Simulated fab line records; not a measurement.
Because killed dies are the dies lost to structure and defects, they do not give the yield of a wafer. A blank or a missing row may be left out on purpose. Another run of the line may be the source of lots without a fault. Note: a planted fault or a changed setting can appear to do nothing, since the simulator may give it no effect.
A lot that was struck, set against a sound lot ; flow n5_finfet ; 36 out of 1938 route steps
Sound: these wafers, L518.2, L518.3, L518.6. Struck: wafers L506.1, L506.3, L506.6. The cause is given at the end.
Each step with rows lists, per side, the tool, then ch with its chambers, then its first start. Under that, the readings that differ: sound wafers ; struck wafers ; difference of the means ; sigmas: that difference in standard deviations of wafers without a fault.
alike: readings whose means differ by less than 2 such deviations, and words and numbers that are the same on both sides. not compared: withheld readings, readings that some wafer has no value for, bounds like >300 that may hide the same value, and numbers for which the record gives no deviation and whose values overlap.
Wherever a step has rows on one side only, a row that says differs or no value, or a row with sigmas, the two part there. Numbers that have no deviation but don't overlap get no sigmas and don't part them. A reading missing from all wafers of one side parts the sides only when that side holds two or more wafers.

first, 9 steps without rows for these wafers: N5_BEOL_M4_ANNEAL_95 (time 240 s); N5_BEOL_M4_SPUTTER_96 (material Cu, target thk 4.5 nm, time 8.29 s); N5_BEOL_M4_ECD_50 (material Cu, target thk 300 nm); N5_BEOL_M4_ANNEAL_51 (time 90 s); N5_BEOL_M4_CMP_52 (polishes, stops on SiOC, t overpolish 6.8 s, target thk 40 nm); N5_BEOL_M4_PRE_CLEAN_60 (time 15 s); N5_BEOL_M4_CO_CAP_55 (material Co, precursor CCTBA/H2, target thk 2 nm, time 102.1 s); N5_BEOL_M4_PRE_CLEAN_56 (time 15 s); N5_BEOL_M4_DEP_57 (deposits SiCN from 3MS/NH3, target thk 8 nm, time 14 s).
N5_BEOL_M4_RC_MEAS_101:
  sound on prober-02 ch 0, day 12 16:23; struck on prober-02 ch 0, day 9 15:07
  alike: DIBL_N, DIBL_P, IOFF_N, IOFF_P, ION_N, ION_P, SS_N, SS_P, VT_N, VT_P
then, 24 steps without rows for these wafers: N5_BEOL_M5_ILD_DEP_00 (deposits SiCOH lowk from DEMS/porogen, target thk 140.64 nm, time 25.9 s); N5_BEOL_M5_CURE_79 (cures SiCOH lowk, time 240 s); N5_BEOL_M5_PECVD_70 (deposits SiO2 from TEOS/O2, target thk 16 nm, time 18 s); N5_BEOL_M5_HM_DEP_02 (deposits TiN, target thk 20 nm); N5_BEOL_M5_COAT_59 (time 60 s, resist thk 60 nm); N5_BEOL_M5_COAT_60 (time 60 s, resist thk 12 nm); N5_BEOL_M5_COAT_71 (time 60 s, resist thk 5 nm); N5_BEOL_M5_COAT_05 (resist thk 30 nm); N5_BEOL_M5_EBR_07; N5_BEOL_M5_SOFTBAKE_06 (time 60 s); N5_BEOL_M5_EXPOSE_08 (exposes mask M5, target cd 28 nm); N5_BEOL_M5_PEB_09 (peb time 60 s); N5_BEOL_M5_DEVELOP_10 (develop time 30 s); N5_BEOL_M5_DESCUM_16 (chemistry O2, time 7 s); N5_BEOL_M5_ETCH_72 (etches underlayer in N2/H2, target depth 6.5 nm, time 5.2 s); N5_BEOL_M5_ETCH_61 (etches SiARC in CF4, target depth 15.6 nm, time 26 s); N5_BEOL_M5_ETCH_62 (etches SOC in N2/H2, target depth 75 nm, overetch 15 nm, time 112.5 s); N5_BEOL_M5_STRIP_63 (strips in N2/H2); N5_BEOL_M5_STRIP_73 (strips in N2/H2); N5_BEOL_M5_STRIP_64 (strips in CF4); N5_BEOL_M5_HM_OPEN_17 (chemistry Cl2/BCl3, target TiN, target depth 20 nm, overetch 6 nm); N5_BEOL_M5_STRIP_19 (strips in O2); N5_BEOL_M5_COAT_65 (time 60 s, resist thk 60 nm); N5_BEOL_M5_COAT_66 (time 60 s, resist thk 12 nm).
N5_BEOL_M8_PECVD_70: deposits SiO2 from TEOS/O2, target thk 20 nm, time 22.7 s.
  sound on pecvd-02 ch 0,1,2, day 13 22:28; struck on pecvd-04 ch 0,1,2, day 11 00:08
  no value came back on the struck wafers for any of 5 readings (chamber_pressure_Torr (Torr), heater_power_outer_w (W) and others); on the sound wafers chamber_pressure_Torr (Torr) reads 5.487 5.499 5.494
  not compared: since_wet_clean_h
-- the record jumps here: 4 days lie between the struck wafers' starts before and after (it left off in module BEOL_M8 and takes up again in module PASSIVATION, whose first step shown is number 1936 of the route) --
N5_PASSIVATION_PROBE_49:
  struck on prober-01, day 14 19:28; sound on prober-01, day 17 00:49
reading;sound;struck;difference;sigmas
defect_limited_yield (%);92.6 90.6 93.4;62.2 62.5 66.4;-28.5;-19
killed_at_M4_up;8 14 13;337 342 321;+322;+63
killed_dies;87 111 78;446 443 397;+337;+19
killed_on_rim;11 23 9;112 81 13;+54;+12
sort_bin_5_function (%);4.3 5.4 4.2;33.1 33.9 31.4;+28.2;+28
sort_n_pass;1093 1069 1102;734 737 783;-337;-19
sort_yield_pct (%);92.6 90.6 93.4;62.2 62.5 66.4;-28.5;-19
  alike: killed_at_M0_to_M3, killed_at_contacts, killed_at_front_end, killed_at_other, killed_open, killed_short, sort_bin_6_memory

## WHERE THEY PART
Earliest at N5_BEOL_M8_PECVD_70; latest, in this record, at N5_PASSIVATION_PROBE_49.

WHY: whatever the simulator had introduced
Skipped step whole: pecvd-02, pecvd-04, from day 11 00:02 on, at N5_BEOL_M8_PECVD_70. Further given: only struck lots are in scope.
